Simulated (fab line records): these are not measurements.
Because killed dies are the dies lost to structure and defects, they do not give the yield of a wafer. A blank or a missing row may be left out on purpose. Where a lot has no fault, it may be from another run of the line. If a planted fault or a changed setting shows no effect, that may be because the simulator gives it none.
Which of the tools did it? | flow n5 finfet | Sampling: 22 lots, 66 wafers, 4 of 1938 route steps

WHAT THE GAUGES READ, wafer by wafer
N5_STI_FIN_REVEAL_FIN_H_MEAS_10.
lot  | measured    | on     | trench depth nm (nm)
L074 | day 2 12:28 | ocd-02 | 52.3 52.7 51.6
L075 | day 2 20:28 | ocd-02 | 51.8 52.9 52.1
L076 | day 3 11:08 | ocd-01 | 51.9 51.7 52.3
L077 | day 3 13:35 | ocd-01 | 52.5 52.1 51.0
L078 | day 3 19:34 | ocd-02 | 53.1 53.5 52.7
L079 | day 3 20:39 | ocd-02 | 52.8 52.8 51.3
L080 | day 4 00:45 | ocd-02 | 51.9 51.4 51.9
L081 | day 4 07:06 | ocd-01 | 52.8 52.7 54.1
L083 | day 4 21:52 | ocd-02 | 51.8 51.8 50.7
L084 | day 5 00:50 | ocd-01 | 51.2 52.1 52.4
L086 | day 5 18:27 | ocd-01 | 50.6 51.6 51.4
L087 | day 6 00:58 | ocd-02 | 51.8 52.2 51.7
L088 | day 6 03:15 | ocd-01 | 53.1 52.8 51.9
L089 | day 6 07:53 | ocd-02 | 53.0 52.3 51.5
L090 | day 6 14:25 | ocd-02 | 52.1 51.5 52.2
L091 | day 6 20:04 | ocd-01 | 52.7 53.0 52.2
L092 | day 7 02:29 | ocd-01 | 52.4 51.1 52.0
L093 | day 7 08:40 | ocd-02 | 51.7 51.5 52.4
L094 | day 7 12:17 | ocd-02 | 51.9 52.4 52.1
L095 | day 7 19:31 | ocd-02 | 51.1 50.8 51.5
L096 | day 8 03:22 | ocd-01 | 52.4 52.3 52.9
L097 | day 8 07:07 | ocd-02 | 52.5 52.6 51.9

N5_DUMMY_GATE_INSPECT_17: inspects for defects (brightfield).
lot  | measured    | on                | raw defect count
L074 | day 2 21:10 | defect inspect-01 | 210 216 182
L075 | day 3 05:44 | defect inspect-02 | 309 175 157
L076 | day 3 20:39 | defect inspect-02 | 150 134 169
L077 | day 4 00:38 | defect inspect-02 | 123 111 109
L078 | day 4 04:32 | defect inspect-02 | 124 125 127
L079 | day 4 08:27 | defect inspect-01 | 184 184 253
L080 | day 4 12:28 | defect inspect-01 | 213 200 238
L081 | day 4 17:44 | defect inspect-01 | 211 160 297
L083 | day 5 07:33 | defect inspect-01 | 88 217 149
L084 | day 5 10:45 | defect inspect-01 | 196 202 157
L086 | day 6 05:14 | defect inspect-02 | 206 255 202
L087 | day 6 10:14 | defect inspect-02 | 151 160 121
L088 | day 6 16:20 | defect inspect-02 | 167 240 273
L089 | day 6 20:14 | defect inspect-02 | 231 188 209
L090 | day 7 04:44 | defect inspect-01 | 210 295 218
L091 | day 7 11:43 | defect inspect-02 | 209 154 165
L092 | day 7 12:35 | defect inspect-02 | 115 132 195
L093 | day 7 19:37 | defect inspect-02 | 142 214 151
L094 | day 7 20:56 | defect inspect-01 | 240 180 273
L095 | day 8 04:24 | defect inspect-02 | 220 261 194
L096 | day 8 13:59 | defect inspect-01 | 199 119 174
L097 | day 8 15:55 | defect inspect-02 | 141 127 156

TOOL THAT RAN EACH LOT (tool first, then ch and the chambers of the sampled wafers, then the start)
lot  | N5_FIN_CUT_CUT_ETCH_26            | N5_STI_FIN_REVEAL_STRIP_24
L074 | rie diel-06 ch 0,2,3, day 2 02:59 | rie diel-03 ch 1,2,3, day 2 09:33
L075 | rie diel-01 ch 0,3, day 2 10:27   | rie diel-02 ch 1,2,3, day 2 17:32
L076 | rie diel-06 ch 0,2, day 2 15:58   | rie diel-02 ch 0,2, day 3 08:12
L077 | rie diel-01 ch 0,1,3, day 2 21:32 | rie diel-04 ch 1,3, day 3 10:40
L078 | rie diel-01 ch 1,2,3, day 3 03:05 | rie diel-02 ch 0,1,3, day 3 16:38
L079 | rie diel-06 ch 2,3, day 3 08:43   | rie diel-03 ch 1,2,3, day 3 17:32
L080 | rie diel-05 ch 0,1, day 3 15:20   | rie diel-02 ch 0,1,2, day 3 21:48
L081 | rie diel-05 ch 1,2, day 3 21:13   | rie diel-02 ch 0,1,3, day 4 04:11
L083 | rie diel-06 ch 0,1, day 4 11:23   | rie diel-03 ch 0,3, day 4 18:56
L084 | rie diel-05 ch 0,1,3, day 4 15:44 | rie diel-03 ch 0,2,3, day 4 21:55
L086 | rie diel-06 ch 1,3, day 5 06:48   | rie diel-04 ch 2,3, day 5 15:28
L087 | rie diel-06 ch 0,2,3, day 5 15:34 | rie diel-02 ch 1,2, day 5 22:03
L088 | rie diel-01 ch 1,2,3, day 5 17:33 | rie diel-03 ch 1,2,3, day 6 00:20
L089 | rie diel-01 ch 1,2, day 5 21:59   | rie diel-02 ch 0,2,3, day 6 04:59
L090 | rie diel-01 ch 0,2,3, day 6 04:53 | rie diel-02 ch 0,3, day 6 11:10
L091 | rie diel-05 ch 0,1,3, day 6 10:03 | rie diel-04 ch 0,2,3, day 6 17:07
L092 | rie diel-01 ch 0,1,2, day 6 17:11 | rie diel-02 ch 1,2,3, day 6 23:34
L093 | rie diel-01 ch 0,1,2, day 6 22:10 | rie diel-03 ch 1,2,3, day 7 05:44
L094 | rie diel-01 ch 0,1, day 7 03:08   | rie diel-04 ch 2,3, day 7 09:19
L095 | rie diel-06 ch 0,1,2, day 7 09:40 | rie diel-03 ch 0,1,2, day 7 16:35
L096 | rie diel-05 ch 0,1,2, day 7 16:54 | rie diel-02 ch 0,1,3, day 8 00:28
L097 | rie diel-05 ch 1,2, day 7 21:44   | rie diel-02 ch 0,1, day 8 04:12
- N5_FIN_CUT_CUT_ETCH_26: etches SiNx in CH3F/O2, target depth 39 nm, time 55.7 s.
- N5_STI_FIN_REVEAL_STRIP_24: strips in N2/H2, time 90 s.

WHAT THE TOOLS THEMSELVES READ (means of the sampled wafers that have a number; where no wafer has one, the mark that the record gives instead)
N5_FIN_CUT_CUT_ETCH_26.
lot  | tool        | drypump motor current A (A) | oes_o_777_au (a.u.) | oes product au (a.u.) | rf vpp V (V) | showerhead plenum p Torr (Torr) | throttle valve pct (%)
L074 | rie diel-06 | 5.8                         | 0.77                | 0.77                  | 295          | 1.98                            | 16.47
L075 | rie diel-01 | 5.7                         | 0.80                | 0.79                  | 296          | 2.10                            | 16.28
L076 | rie diel-06 | 5.4                         | 0.72                | 0.72                  | 296          | 1.94                            | 16.68
L077 | rie diel-01 | 5.8                         | 0.82                | 0.82                  | 299          | 2.10                            | 16.19
L078 | rie diel-01 | 6.1                         | 0.78                | 0.78                  | 297          | 2.03                            | 16.13
L079 | rie diel-06 | 6.3                         | 0.80                | 0.80                  | 296          | 2.03                            | 16.27
L080 | rie diel-05 | 5.9                         | 0.75                | 0.75                  | 297          | 1.92                            | 16.23
L081 | rie diel-05 | 6.0                         | 0.72                | 0.71                  | 297          | 1.96                            | 16.24
L083 | rie diel-06 | 5.2                         | 0.77                | 0.77                  | 295          | 1.95                            | 16.71
L084 | rie diel-05 | 5.8                         | 0.74                | 0.74                  | 299          | 1.98                            | 16.37
L086 | rie diel-06 | 6.0                         | 0.87                | 0.88                  | 297          | 2.05                            | 16.29
L087 | rie diel-06 | 5.8                         | 0.74                | 0.75                  | 296          | 1.97                            | 16.51
L088 | rie diel-01 | 6.1                         | 0.76                | 0.76                  | 298          | 2.03                            | 16.17
L089 | rie diel-01 | 6.3                         | 0.76                | 0.77                  | 297          | 1.98                            | 16.13
L090 | rie diel-01 | 5.9                         | 0.77                | 0.77                  | 293          | 2.04                            | 16.30
L091 | rie diel-05 | 5.8                         | 0.74                | 0.74                  | 298          | 1.97                            | 16.40
L092 | rie diel-01 | 6.1                         | 0.79                | 0.79                  | 297          | 2.04                            | 16.21
L093 | rie diel-01 | 6.1                         | 0.79                | 0.79                  | 298          | 2.04                            | 16.22
L094 | rie diel-01 | 5.8                         | 0.82                | 0.83                  | 299          | 2.11                            | 16.28
L095 | rie diel-06 | 5.7                         | 0.75                | 0.76                  | 297          | 1.98                            | 16.53
L096 | rie diel-05 | 5.7                         | 0.71                | 0.72                  | 301          | 1.96                            | 16.41
L097 | rie diel-05 | 5.9                         | 0.70                | 0.69                  | 297          | 1.95                            | 16.29

N5_STI_FIN_REVEAL_STRIP_24.
lot  | tool        | drypump motor current A (A) | oes product au (a.u.) | rf vpp V (V) | showerhead plenum p Torr (Torr) | temp c (C) | throttle valve pct (%)
L074 | rie diel-03 | 5.5                         | 0.85                  | 45.4         | 3.36                            | 40.05      | 12.01
L075 | rie diel-02 | 5.7                         | 0.76                  | 45.6         | 3.47                            | 40.03      | 12.34
L076 | rie diel-02 | 5.2                         | 0.74                  | 45.8         | 3.42                            | 40.02      | 12.41
L077 | rie diel-04 | 6.3                         | 0.69                  | 46.0         | 3.38                            | 39.97      | 12.33
L078 | rie diel-02 | 5.8                         | 0.76                  | 45.7         | 3.37                            | 40.02      | 12.13
L079 | rie diel-03 | 5.5                         | 0.83                  | 45.4         | 3.35                            | 39.98      | 12.02
L080 | rie diel-02 | 5.6                         | 0.74                  | 45.7         | 3.41                            | 40.01      | 12.30
L081 | rie diel-02 | 5.7                         | 0.75                  | 45.7         | 3.36                            | 40.01      | 12.14
L083 | rie diel-03 | 5.6                         | 0.74                  | 44.2         | 3.32                            | 39.98      | 12.32
L084 | rie diel-03 | 5.6                         | 0.77                  | 45.2         | 3.33                            | 40.10      | 12.20
L086 | rie diel-04 | 6.1                         | 0.88                  | 45.4         | 3.37                            | 40.00      | 12.11
L087 | rie diel-02 | 5.9                         | 0.73                  | 45.7         | 3.50                            | 39.91      | 12.42
L088 | rie diel-03 | 5.5                         | 0.81                  | 44.8         | 3.34                            | 39.93      | 12.08
L089 | rie diel-02 | 5.4                         | 0.73                  | 44.7         | 3.36                            | 40.01      | 12.32
L090 | rie diel-02 | 5.4                         | 0.74                  | 45.1         | 3.26                            | 40.07      | 12.11
L091 | rie diel-04 | 6.2                         | 0.78                  | 44.9         | 3.29                            | 40.07      | 12.34
L092 | rie diel-02 | 5.7                         | 0.73                  | 45.4         | 3.45                            | 40.07      | 12.43
L093 | rie diel-03 | 5.5                         | 0.79                  | 45.4         | 3.33                            | 39.99      | 12.11
L094 | rie diel-04 | 6.1                         | 0.85                  | 45.8         | 3.37                            | 39.99      | 12.15
L095 | rie diel-03 | 5.4                         | 0.80                  | 45.4         | 3.39                            | 40.00      | 12.04
L096 | rie diel-02 | 5.7                         | 0.73                  | 45.2         | 3.35                            | 40.03      | 12.22
L097 | rie diel-02 | 5.6                         | 0.73                  | 44.9         | 3.30                            | 40.04      | 12.15

THE ANSWER, worked out from the rows above alone
Rule: the lots themselves supply what counts as usual. Put in order of their means at a reading, lots are off if they are a third of the lots or fewer, leave a main group of 4 or more, and stand apart from it by a gap of 3 or more times the standard deviation of the main group's means; of several such gaps the widest counts. A main group is skipped when, at the precision printed for the reading in the tables above, its means are all equal. A lot without any number at a reading at which 4 lots or more have one is off too. The other lots that the step has rows for count as sound. After the gauges, taken in route order, come the tools' own readings; for these a lot's mean is taken, as printed above. At the first step where some lot is off, the reading lying furthest off is the one used; lots without a number count as furthest.
No lot is off at any reading shown: from this, nothing can be told.

WHAT THE SIMULATOR HAD PUT IN
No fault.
